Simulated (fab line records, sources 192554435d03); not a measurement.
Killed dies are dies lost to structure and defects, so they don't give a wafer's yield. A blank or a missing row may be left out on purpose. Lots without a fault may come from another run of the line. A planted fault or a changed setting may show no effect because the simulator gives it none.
Which tool did it? | flow n5_finfet | 6 lots, 18 wafers sampled, at 3 steps of a route of 1938

WHAT THE GAUGES READ, wafer by wafer
N5_BEOL_M6_RS_MEAS_57: measures by four-point-probe.
lot  | measured     | on            | M6_RS (ohm/sq)
L304 | day 9 07:41  | film_metro-01 | 0.284 0.295 0.296
L308 | day 10 03:47 | film_metro-01 | 0.282 0.276 0.279
L310 | day 10 14:59 | film_metro-01 | 0.293 0.294 0.288
L319 | day 12 22:56 | film_metro-02 | 0.288 0.281 0.288
L323 | day 13 22:51 | film_metro-01 | 0.284 0.285 0.280
L325 | day 14 14:30 | film_metro-01 | 0.275 0.292 0.292

WHICH TOOL RAN EACH LOT (tool, then ch and the chambers of the sampled wafers, then the start)
lot  | N5_BEOL_M6_PRE_CLEAN_45      | N5_BEOL_M6_ANNEAL_51
L304 | pvd_sputter-03, day 9 06:02  | rtp_anneal-01 ch 0, day 9 07:00
L308 | pvd_sputter-02, day 10 02:07 | rtp_anneal-02 ch 0, day 10 03:01
L310 | pvd_sputter-01, day 10 13:02 | rtp_anneal-02 ch 0, day 10 14:15
L319 | pvd_sputter-03, day 12 21:04 | rtp_anneal-01 ch 0, day 12 22:21
L323 | pvd_sputter-01, day 13 20:38 | rtp_anneal-02 ch 0, day 13 22:07
L325 | pvd_sputter-01, day 14 12:29 | rtp_anneal-01 ch 0, day 14 13:47
- N5_BEOL_M6_PRE_CLEAN_45: time 30 s.
- N5_BEOL_M6_ANNEAL_51: time 90 s.

THE ANSWER, worked out from the rows above alone
Rule: what is usual is taken from the lots themselves. Put in order of their means at a reading, lots are off if they are a third of the lots or fewer, leave a main group of 4 or more, and stand apart from it by a gap of 3 or more times the standard deviation of the main group's means; of several such gaps the widest counts. A main group whose means are all the same, to the digits that the tables above print for the reading, isn't used. A lot without any number at a reading at which 4 lots or more have one is off too. The other lots that the step has rows for count as sound.
No lot is off at any reading shown: from this, nothing can be told.

WHAT THE SIMULATOR HAD PUT IN
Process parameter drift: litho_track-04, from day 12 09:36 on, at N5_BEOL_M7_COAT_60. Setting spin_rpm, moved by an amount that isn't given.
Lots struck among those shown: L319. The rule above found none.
